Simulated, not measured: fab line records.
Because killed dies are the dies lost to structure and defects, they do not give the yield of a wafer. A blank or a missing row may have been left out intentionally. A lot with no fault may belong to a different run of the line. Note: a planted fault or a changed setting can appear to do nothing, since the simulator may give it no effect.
A struck lot beside a sound one || flow nand-harc || 21 out of 1302 route steps
Sound: wafers L364.4, L364.5, L364.6. Struck: wafers L380.4, L380.6. (L380.3 of the same lot was not struck and is left out.) The cause comes at the end.
Each step with rows lists, per side, the tool, then ch with its chambers, then its first start. Under that, the readings that differ: sound wafers || struck wafers || difference of the means || sigmas: that difference in standard deviations of wafers without a fault.
alike: words and numbers the same on both sides, and readings whose means are apart by under 2 such deviations; not compared: readings that were withheld, readings missing a value for some wafer, numbers with overlapping values and no deviation given by the record, and bounds like >300 which may hide the same value.
A row with sigmas, a row that says differs or no value, or rows on one side alone: a step with any of these is where the two part. Non-overlapping numbers with no deviation appear without sigmas and do not part them. A reading that every wafer of one side lacks parts them only if that side has two wafers or more.

NHARC_A_BLC_CVD_24: deposits W, target thk 150 nm, time 434 s.
  sound: cvd-w-01 ch 0,1; struck: cvd-w-02 ch 0,1
  alike: heater-power-outer-w, heater-power-w, throttle-valve-pct
NHARC_A_BLC_CMP_25: polishes, t overpolish 30 s, target thk 150 nm.
  sound on cmp-04 ch 1,2,3, day 24 22:01; struck on cmp-03 ch 0,1, day 31 10:07
  alike: motor-current-A, overpolish-run-s, time-to-endpoint-s
following that, these wafers have no rows for 1 step: NHARC_A_BLC_SRD_27.
NHARC_A_BLC_INSPECT_28:
  struck on defect-inspect-01, day 31 10:29; sound on defect-inspect-02, day 24 22:22
  alike: raw-defect-count
then, 7 steps without rows for these wafers: NHARC_A_M0_DEP_00 (deposits SiOC, target thk 150 nm); NHARC_A_M0_DEHYDRATE_01 (time 120 s); NHARC_A_M0_HMDS_02 (time 30 s); NHARC_A_M0_COAT_33 (time 65 s); NHARC_A_M0_COAT_03 (resist thk 90 nm); NHARC_A_M0_SOFTBAKE_04 (time 55 s); NHARC_A_M0_EBR_05.
NHARC_A_M0_EXPOSE_06: exposes mask A M0, target cd 80 nm.
  sound on arfi-scanner-02 ch 0, day 24 23:08; struck on arfi-scanner-03 ch 0, day 31 11:08
  alike: mask, reticle-temp-C, stage-vel-mm-s
then, 2 steps without rows for these wafers: NHARC_A_M0_PEB_07 (peb time 65 s); NHARC_A_M0_DEVELOP_08 (develop time 35 s).
NHARC_A_M0_CD_MEAS_09 targets a cd of 80 nm.
  sound on cd-sem-02 ch 0, day 24 23:17; struck on cd-sem-02 ch 0, day 31 11:16
{"reading": "cd-nm (nm)", "sound": "79.6 80.1 80.4", "struck": "66.4 65.8", "difference": -13.9, "sigmas": -25}
NHARC_A_M0_OVL_MEAS_10: pitch 160 nm.
  struck on overlay-01, day 31 11:21; sound on overlay-01, day 24 23:22
  alike: overlay-x-nm, overlay-y-nm
NHARC_A_M0_INSPECT_11:
  struck on defect-inspect-01, day 31 11:23; sound on defect-inspect-01, day 24 23:24
  alike: raw-defect-count
NHARC_A_M0_DESCUM_14: chemistry O2, time 3 s.
  sound on rie-diel-13 ch 1,2, day 24 23:28; struck on rie-diel-05 ch 0,3, day 31 11:28
{"reading": "model.A_M0.cd-nm (nm)", "sound": "79.59 79.79 79.98", "struck": "66.18 65.35", "difference": -14.02, "sigmas": ""}
  alike: drypump-motor-current-A, oes-product-au, rf-vpp-V, showerhead-plenum-p-Torr, throttle-valve-pct
  not compared: rf-hours-counter-h
NHARC_A_M0_ETCH_34: etches the open film in N2/H2, target depth 40 nm, overetch 12 nm, time 43.94 s.
  sound on rie-diel-13 ch 2,3, day 24 23:32; struck on rie-diel-05 ch 0,2, day 31 11:33
  alike: drypump-motor-current-A, h2-flow-sccm, n2-flow-sccm, oes-product-au, rf-vpp-V, showerhead-plenum-p-Torr, throttle-valve-pct
  not compared: rf-hours-counter-h
NHARC_A_M0_ETCH_15: etches the open film in C4F8/Ar, target depth 150 nm, overetch 15 nm, time 82.5 s.
  sound: rie-diel-13 ch 0,3; struck: rie-diel-05 ch 0,2
{"reading": "oes-product-au (a.u.)", "sound": "0.962 0.967 0.967", "struck": "0.927 0.918", "difference": -0.043, "sigmas": -2}
{"reading": "model.A_M0.cd-nm (nm)", "sound": "79.36 80.16 79.93", "struck": "66.52 65.58", "difference": -13.77, "sigmas": ""}
  alike: rf-vpp-V
  not compared: rf-hours-counter-h
NHARC_A_M0_CD_MEAS_16:
  struck on cd-sem-02, day 31 11:46; sound on cd-sem-02, day 24 23:46
{"reading": "cd-nm (nm)", "sound": "79.7 80.3 80.1", "struck": "66.2 65.7", "difference": -14.1, "sigmas": -23}

WHERE THEY PART
At NHARC_A_M0_CD_MEAS_09 first; at NHARC_A_M0_CD_MEAS_16 last (within this record only).

WHY: what had been put in by the simulator
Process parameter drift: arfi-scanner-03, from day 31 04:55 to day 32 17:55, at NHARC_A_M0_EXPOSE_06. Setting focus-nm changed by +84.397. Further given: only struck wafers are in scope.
